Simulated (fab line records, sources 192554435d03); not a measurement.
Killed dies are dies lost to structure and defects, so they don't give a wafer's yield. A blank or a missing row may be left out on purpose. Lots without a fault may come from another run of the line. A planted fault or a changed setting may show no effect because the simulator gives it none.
Split-lot experiment | flow n5_finfet | 7 lots, 21 wafers read, on a route of 1938 steps

THE SPLIT
At N5_SD_EPI_N_EPI_21 (deposits Si:P, time 690 s), the setting temp_c was moved away from the recipe's 680 C on 6 of the 21 wafers read, by -0.7% to +0.7%. The other wafers ran this setting at the recipe's value.

FROM THE SPLIT TO THE READING: what the file shows between them, 1 step
- N5_SD_EPI_N_EPI_MEAS_23

THE READING
Si-P_of_SD_EPI_N_EPI_21.thk_nm (the simulator's own value, which no gauge read), in nm, at N5_SD_EPI_N_PRECLEAN_24 (cleans in O3/DIW, time 60 s). The file gives no usual value for it. The 15 wafers here that ran the recipe average 58.7 nm, standard deviation 0.47 nm.

wafer  | tool, chamber at the split | temp_c as run, C | against the recipe | Si-P_of_SD_EPI_N_EPI_21.thk_nm, nm | against lot-mates on the recipe
L074.1 | epi_rpcvd-01, 0            | 675.3            | -0.7%              | 54.2                               | -4.5
L074.3 | epi_rpcvd-01, 0            | 680              | recipe             | 58.6                               | -
L074.6 | epi_rpcvd-01, 0            | 680              | recipe             | 58.8                               | -
L076.2 | epi_rpcvd-01, 0            | 680              | recipe             | 58.6                               | -
L076.3 | epi_rpcvd-01, 0            | 684.7            | +0.7%              | 64.2                               | +5.3
L076.4 | epi_rpcvd-01, 0            | 680              | recipe             | 59.2                               | -
L078.4 | epi_rpcvd-01, 0            | 682.4            | +0.4%              | 60.6                               | +2.4
L078.5 | epi_rpcvd-01, 0            | 680              | recipe             | 58.2                               | -
L078.6 | epi_rpcvd-01, 0            | 682.4            | +0.4%              | 60.2                               | +2.0
L082.2 | epi_rpcvd-01, 0            | 680              | recipe             | 59                                 | -
L082.4 | epi_rpcvd-01, 0            | 680              | recipe             | 58.2                               | -
L082.6 | epi_rpcvd-01, 0            | 680              | recipe             | 58.8                               | -
L084.2 | epi_rpcvd-02, 0            | 680              | recipe             | 59.2                               | -
L084.4 | epi_rpcvd-02, 0            | 680              | recipe             | 58.4                               | -
L084.6 | epi_rpcvd-02, 0            | 680              | recipe             | 58.6                               | -
L085.3 | epi_rpcvd-02, 0            | 677.2            | -0.4%              | 56                                 | -3.6
L085.4 | epi_rpcvd-02, 0            | 677.2            | -0.4%              | 55.8                               | -3.8
L085.5 | epi_rpcvd-02, 0            | 680              | recipe             | 59.6                               | -
L093.1 | epi_rpcvd-04, 0            | 680              | recipe             | 58.8                               | -
L093.4 | epi_rpcvd-04, 0            | 680              | recipe             | 57.8                               | -
L093.6 | epi_rpcvd-04, 0            | 680              | recipe             | 58                                 | -

THE FIT
A straight line over all 21 wafers: Si-P_of_SD_EPI_N_EPI_21.thk_nm changes by +6.74 nm for each +1% of temp_c; r = +0.97; the points scatter about the line by 0.52 nm.
The same after taking each lot's own level away (the mean of its wafers on the recipe; 21 wafers): +7.36 nm for each +1%; r = +0.98; scatter 0.4 nm.
On that fit, the largest move of temp_c shifts the reading by 5.1 nm.
The lots' own levels span 58.20 to 59.60 nm, that is 3.0 times the standard deviation above.
So the lot-to-lot level changes the slope little: the two slopes agree.
Check: with one of the wafers moved furthest among these (+0.7%) left out of the fit, the line predicts +4.87 nm for it against its lot-mates. It came out at +5.3 nm against them.

OTHER SPLITS ON THESE WAFERS
These wafers also went through other splits before the reading. Each is held against what the fit with the lots' levels taken away leaves over:
other split on the same wafers            | wafers away from the commonest value | r with Si-P_of_SD_EPI_N_EPI_21.thk_nm (lot level and that fit taken away)
N5_ZERO_LAYER_ETCH_18 bias_w              | 10                                   | +0.05
N5_PMOS_HMC_CHANNEL_EPI_EXPOSE_06 dose_mj | 8                                    | +0.13
N5_PMOS_HMC_CHANNEL_EPI_PEB_07 peb_time_s | 6                                    | -0.01
N5_FIN_SAQP_DESCUM_21 time_s              | 6                                    | -0.07
N5_SD_EPI_N_ETCH_16 target_depth_a        | 8                                    | -0.11

THE WHOLE CHAIN: every reading that the file lists as answering this split, in the file's order
step                    | what it does                | reading                                                                         | change (the file's fit)              | r (the file's)
N5_SD_EPI_N_EPI_21      | deposits Si:P, time 690 s   | Si-P_of_SD_EPI_N_EPI_21.thk_nm (the simulator's own value, which no gauge read) | +7.37 nm for each +1% of the setting | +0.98
N5_SD_EPI_N_EPI_MEAS_23 |                             | thk_nm                                                                          | withheld for each +1% of the setting | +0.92
N5_SD_EPI_N_PRECLEAN_24 | cleans in O3/DIW, time 60 s | Si-P_of_SD_EPI_N_EPI_21.thk_nm (the simulator's own value, which no gauge read) | +7.26 nm for each +1% of the setting | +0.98

THE FILE'S OWN FIT
Si-P_of_SD_EPI_N_EPI_21.thk_nm changes by +7.26 nm for each +1% of temp_c, r = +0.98.
